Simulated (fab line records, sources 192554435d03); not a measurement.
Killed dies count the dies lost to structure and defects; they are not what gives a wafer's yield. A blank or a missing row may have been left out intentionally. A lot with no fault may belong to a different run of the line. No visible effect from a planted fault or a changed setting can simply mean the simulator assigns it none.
What tool caused it? :: flow n5_finfet :: 34 wafers from 12 lots sampled at 4 of the route's 1938 steps

## WHAT THE GAUGES READ, wafer by wafer
N5_BEOL_M12_THK_MEAS_01.
lot: L374
measured: day 11 18:20
on: film_metro-01
M12_ILD_THK (nm): 660 653 642

lot: L375
measured: day 11 19:05
on: film_metro-01
M12_ILD_THK (nm): 643 651 645

lot: L377
measured: day 11 22:52
on: film_metro-02
M12_ILD_THK (nm): 656 652 661

lot: L379
measured: day 12 10:17
on: film_metro-02
M12_ILD_THK (nm): 641 660 663

lot: L378
measured: day 12 10:41
on: film_metro-02
M12_ILD_THK (nm): 658 665 664

lot: L380
measured: day 12 22:07
on: film_metro-02
M12_ILD_THK (nm): 664 664 677

lot: L384
measured: day 13 07:05
on: film_metro-02
M12_ILD_THK (nm): 655 659 661

lot: L383
measured: day 13 21:50
on: film_metro-01
M12_ILD_THK (nm): 635 646 661

lot: L385
measured: day 15 06:17
on: film_metro-01
M12_ILD_THK (nm): 647 666 654

lot: L387
measured: day 15 09:25
on: film_metro-02
M12_ILD_THK (nm): 662

lot: L395
measured: day 17 01:56
on: film_metro-02
M12_ILD_THK (nm): 662 681 671

lot: L396
measured: day 17 05:44
on: film_metro-02
M12_ILD_THK (nm): 663 650 674

## EACH LOT AND THE TOOL THAT RAN IT (in order: tool; ch and the chambers of the sampled wafers; start)
lot: L374
N5_BEOL_M11_CURE_72: uv_cure-02 ch 2, day 11 14:24
N5_BEOL_M11_SURFACE_TREAT_76: pvd_sputter-01, day 11 15:24
N5_BEOL_M12_ILD_DEP_00: pecvd-02 ch 0,1,2, day 11 18:12

lot: L375
N5_BEOL_M11_CURE_72: uv_cure-01 ch 2, day 11 15:31
N5_BEOL_M11_SURFACE_TREAT_76: pvd_sputter-03, day 11 17:47
N5_BEOL_M12_ILD_DEP_00: pecvd-02 ch 0,1,2, day 11 18:58

lot: L377
N5_BEOL_M11_CURE_72: uv_cure-01 ch 1, day 11 18:26
N5_BEOL_M11_SURFACE_TREAT_76: pvd_sputter-03, day 11 19:18
N5_BEOL_M12_ILD_DEP_00: pecvd-03 ch 1,2, day 11 22:44

lot: L379
N5_BEOL_M11_CURE_72: uv_cure-02 ch 1, day 12 06:28
N5_BEOL_M11_SURFACE_TREAT_76: pvd_sputter-03, day 12 07:05
N5_BEOL_M12_ILD_DEP_00: pecvd-02 ch 1,2, day 12 10:09

lot: L378
N5_BEOL_M11_CURE_72: uv_cure-01 ch 1, day 12 06:47
N5_BEOL_M11_SURFACE_TREAT_76: pvd_sputter-03, day 12 09:04
N5_BEOL_M12_ILD_DEP_00: pecvd-02 ch 0,1, day 12 10:33

lot: L380
N5_BEOL_M11_CURE_72: uv_cure-03 ch 1, day 12 19:42
N5_BEOL_M11_SURFACE_TREAT_76: pvd_sputter-01, day 12 20:33
N5_BEOL_M12_ILD_DEP_00: pecvd-03 ch 0,1,2, day 12 21:59

lot: L384
N5_BEOL_M11_CURE_72: uv_cure-03 ch 2, day 13 04:09
N5_BEOL_M11_SURFACE_TREAT_76: pvd_sputter-01, day 13 05:20
N5_BEOL_M12_ILD_DEP_00: pecvd-02 ch 0,1, day 13 06:57

lot: L383
N5_BEOL_M11_CURE_72: uv_cure-03 ch 0, day 13 19:20
N5_BEOL_M11_SURFACE_TREAT_76: pvd_sputter-02, day 13 20:28
N5_BEOL_M12_ILD_DEP_00: pecvd-02 ch 0,2, day 13 21:40

lot: L385
N5_BEOL_M11_CURE_72: uv_cure-01 ch 1, day 15 03:52
N5_BEOL_M11_SURFACE_TREAT_76: pvd_sputter-01, day 15 04:56
N5_BEOL_M12_ILD_DEP_00: pecvd-02 ch 0,1,2, day 15 06:10

lot: L387
N5_BEOL_M11_CURE_72: uv_cure-03 ch 2, day 15 05:51
N5_BEOL_M11_SURFACE_TREAT_76: pvd_sputter-01, day 15 07:55
N5_BEOL_M12_ILD_DEP_00: pecvd-02 ch 2, day 15 09:20

lot: L395
N5_BEOL_M11_CURE_72: uv_cure-03 ch 2, day 16 23:14
N5_BEOL_M11_SURFACE_TREAT_76: pvd_sputter-02, day 17 00:06
N5_BEOL_M12_ILD_DEP_00: pecvd-03 ch 0,1, day 17 01:49

lot: L396
N5_BEOL_M11_CURE_72: uv_cure-01 ch 1, day 17 03:02
N5_BEOL_M11_SURFACE_TREAT_76: pvd_sputter-01, day 17 04:01
N5_BEOL_M12_ILD_DEP_00: pecvd-03 ch 1,2, day 17 05:36
- N5_BEOL_M11_CURE_72: cures SiCOH lowk, time 120 s.
- N5_BEOL_M11_SURFACE_TREAT_76
- N5_BEOL_M12_ILD_DEP_00: deposits SiOC from DEMS/O2, target thk 658.92 nm, time 130.7 s.

## WHAT THE TOOLS THEMSELVES READ (means of the sampled wafers that have a number; where no wafer has one, the mark that the record gives instead)
N5_BEOL_M11_CURE_72.
lot: L374
tool: uv_cure-02
lamp_power_pct (%): 52.34
wafer_temp_C_max: 371.8

lot: L375
tool: uv_cure-01
lamp_power_pct (%): 52.31
wafer_temp_C_max: 371.8

lot: L377
tool: uv_cure-01
lamp_power_pct (%): 52.30
wafer_temp_C_max: 371.3

lot: L379
tool: uv_cure-02
lamp_power_pct (%): 52.28
wafer_temp_C_max: 372.1

lot: L378
tool: uv_cure-01
lamp_power_pct (%): 52.29
wafer_temp_C_max: 371.6

lot: L380
tool: uv_cure-03
lamp_power_pct (%): 52.35
wafer_temp_C_max: 371.9

lot: L384
tool: uv_cure-03
lamp_power_pct (%): 52.26
wafer_temp_C_max: 372.3

lot: L383
tool: uv_cure-03
lamp_power_pct (%): 52.28
wafer_temp_C_max: 371.7

lot: L385
tool: uv_cure-01
lamp_power_pct (%): 52.35
wafer_temp_C_max: 371.0

lot: L387
tool: uv_cure-03
lamp_power_pct (%): 52.40
wafer_temp_C_max: 372.1

lot: L395
tool: uv_cure-03
lamp_power_pct (%): 52.31
wafer_temp_C_max: 372.4

lot: L396
tool: uv_cure-01
lamp_power_pct (%): 52.30
wafer_temp_C_max: 371.3

N5_BEOL_M12_ILD_DEP_00.
lot: L374
tool: pecvd-02
chamber_pressure_Torr (Torr): 5.008
heater_power_w (W): 457
showerhead_plenum_p_Torr (Torr): 5.682
susceptor_temp_C (C): 350.01
throttle_valve_pct (%): 11.8

lot: L375
tool: pecvd-02
chamber_pressure_Torr (Torr): 5.006
heater_power_w (W): 465
showerhead_plenum_p_Torr (Torr): 5.684
susceptor_temp_C (C): 350.10
throttle_valve_pct (%): 11.9

lot: L377
tool: pecvd-03
chamber_pressure_Torr (Torr): 4.998
heater_power_w (W): 462
showerhead_plenum_p_Torr (Torr): 5.698
susceptor_temp_C (C): 350.18
throttle_valve_pct (%): 12.5

lot: L379
tool: pecvd-02
chamber_pressure_Torr (Torr): 5.004
heater_power_w (W): 442
showerhead_plenum_p_Torr (Torr): 5.690
susceptor_temp_C (C): 349.78
throttle_valve_pct (%): 11.7

lot: L378
tool: pecvd-02
chamber_pressure_Torr (Torr): 4.992
heater_power_w (W): 438
showerhead_plenum_p_Torr (Torr): 5.683
susceptor_temp_C (C): 350.06
throttle_valve_pct (%): 12.4

lot: L380
tool: pecvd-03
chamber_pressure_Torr (Torr): 5.003
heater_power_w (W): 495
showerhead_plenum_p_Torr (Torr): 5.694
susceptor_temp_C (C): 350.10
throttle_valve_pct (%): 12.2

lot: L384
tool: pecvd-02
chamber_pressure_Torr (Torr): 4.994
heater_power_w (W): 449
showerhead_plenum_p_Torr (Torr): 5.682
susceptor_temp_C (C): 349.98
throttle_valve_pct (%): 12.3

lot: L383
tool: pecvd-02
chamber_pressure_Torr (Torr): 5.004
heater_power_w (W): 484
showerhead_plenum_p_Torr (Torr): 5.683
susceptor_temp_C (C): 352.74
throttle_valve_pct (%): 11.2

lot: L385
tool: pecvd-02
chamber_pressure_Torr (Torr): 5.000
heater_power_w (W): 455
showerhead_plenum_p_Torr (Torr): 5.677
susceptor_temp_C (C): 351.18
throttle_valve_pct (%): 12.0

lot: L387
tool: pecvd-02
chamber_pressure_Torr (Torr): 4.992
heater_power_w (W): 487
showerhead_plenum_p_Torr (Torr): 5.689
susceptor_temp_C (C): 350.06
throttle_valve_pct (%): 11.4

lot: L395
tool: pecvd-03
chamber_pressure_Torr (Torr): 4.995
heater_power_w (W): 499
showerhead_plenum_p_Torr (Torr): 5.688
susceptor_temp_C (C): 350.14
throttle_valve_pct (%): 12.9

lot: L396
tool: pecvd-03
chamber_pressure_Torr (Torr): 4.988
heater_power_w (W): 442
showerhead_plenum_p_Torr (Torr): 5.700
susceptor_temp_C (C): 350.01
throttle_valve_pct (%): 12.6

## THE ANSWER, worked out from the rows above alone
Rule: usual is defined by the lots themselves. Put in order of their means at a reading, lots are off if they are a third of the lots or fewer, leave a main group of 4 or more, and stand apart from it by a gap of 3 or more times the standard deviation of the main group's means; of several such gaps the widest counts. A main group is skipped when, at the precision printed for the reading in the tables above, its means are all equal. Also off: a lot with no number at a reading for which 4 or more lots have one. Any other lot the step has rows for is counted as sound. Order of review: gauges by route order, followed by the tools' own readings, for which a lot's mean as printed above is used. The first step at which some lot is off is used, and at that step the reading that is off furthest; a lot without a number counts as furthest.
Off, at N5_BEOL_M12_ILD_DEP_00 on susceptor_temp_C: L383, L385. For the main group the mean is 350.04 C and the standard deviation 0.11.
A tool fits if, at that step or a process step before it, it ran every lot that is off, and no sound lot after the first of them. Not one of the candidates tried fits.

## WHAT THE SIMULATOR HAD INSERTED
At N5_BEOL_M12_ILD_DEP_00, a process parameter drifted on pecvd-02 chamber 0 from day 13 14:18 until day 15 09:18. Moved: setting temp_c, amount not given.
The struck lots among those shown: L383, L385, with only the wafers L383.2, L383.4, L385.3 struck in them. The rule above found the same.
